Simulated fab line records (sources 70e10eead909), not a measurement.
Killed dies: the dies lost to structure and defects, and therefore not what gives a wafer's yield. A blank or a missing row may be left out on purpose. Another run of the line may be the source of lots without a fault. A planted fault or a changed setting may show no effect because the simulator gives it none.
Chamber matching    flow nand-harc    4 sister chambers for NHARC_P_M2_STRIP_18 on rie-diel-07
The step strips in N2/H2. 14 wafers are shown with their chamber, then 7 later ones without.

EACH WAFER AND ITS CHAMBER
wafer   chamber  drypump-motor-current-A (A)  throttle-valve-pct (%)  rf-fwd-power-W (W)
L076.2  0        6.6                          14.169                  992.6
L076.3  1        5.6                          14.162                  990.4
L076.6  0        6.6                          14.176                  994.2
L080.4  1        5.6                          14.167                  990.9
L080.5  1        5.6                          14.178                  995.2
L080.6  2        5.7                          14.195                  992.2
L082.1  0        6.7                          14.173                  994.1
L082.4  1        5.6                          14.173                  994.9
L082.5  1        5.6                          14.187                  996.4
L086.1  1        5.6                          14.167                  995.1
L086.3  3        5.5                          14.161                  995.2
L086.6  0        6.7                          14.186                  993.4
L087.3  3        5.5                          14.181                  1002.1
L087.4  0        6.6                          14.166                  994.2

SIGNATURES (means of the wafers above)
reading                  chamber 0  chamber 1  chamber 2  chamber 3  scatter within a chamber
drypump-motor-current-A  6.640      5.600      5.700      5.500      0.0346
throttle-valve-pct       14.17400   14.17233   14.19500   14.17100   0.00922
rf-fwd-power-W           993.700    993.817    992.200    998.650    2.39
Rule: for a wafer and a chamber, the distance is found by dividing, reading by reading, the gap between the wafer's reading and the chamber's mean by the reading's scatter, squaring, summing and taking the root. If the next closest chamber is less than 2 further off than the closest, the wafer can't be placed; otherwise it belongs to the closest. The scatter: the root of (the sum of the squares of (reading less its chamber's mean) over the shown wafers, divided by (wafers less chambers)).

WAFERS MISSING THEIR CHAMBER
wafer   drypump-motor-current-A (A)  throttle-valve-pct (%)  rf-fwd-power-W (W)
L087.6  5.5                          14.164                  999.9
L093.2  5.7                          14.170                  997.1
L093.5  5.5                          14.150                  996.4
L093.6  6.6                          14.164                  995.8
L094.3  5.6                          14.182                  995.5
L094.4  5.7                          14.166                  993.6
L094.6  5.5                          14.188                  998.8

EACH ONE'S CHAMBER
wafer   from the rows above      in truth
L087.6  3                        3
L093.2  can't be placed: 1 or 2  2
L093.5  can't be placed: 3 or 1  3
L093.6  0                        0
L094.3  1                        1
L094.4  can't be placed: 1 or 2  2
L094.6  3                        3
Correctly placed: 4 of 7. Unplaceable from these rows: 3, with the true chamber sitting among the candidates in 3. Number placed wrongly: 0.
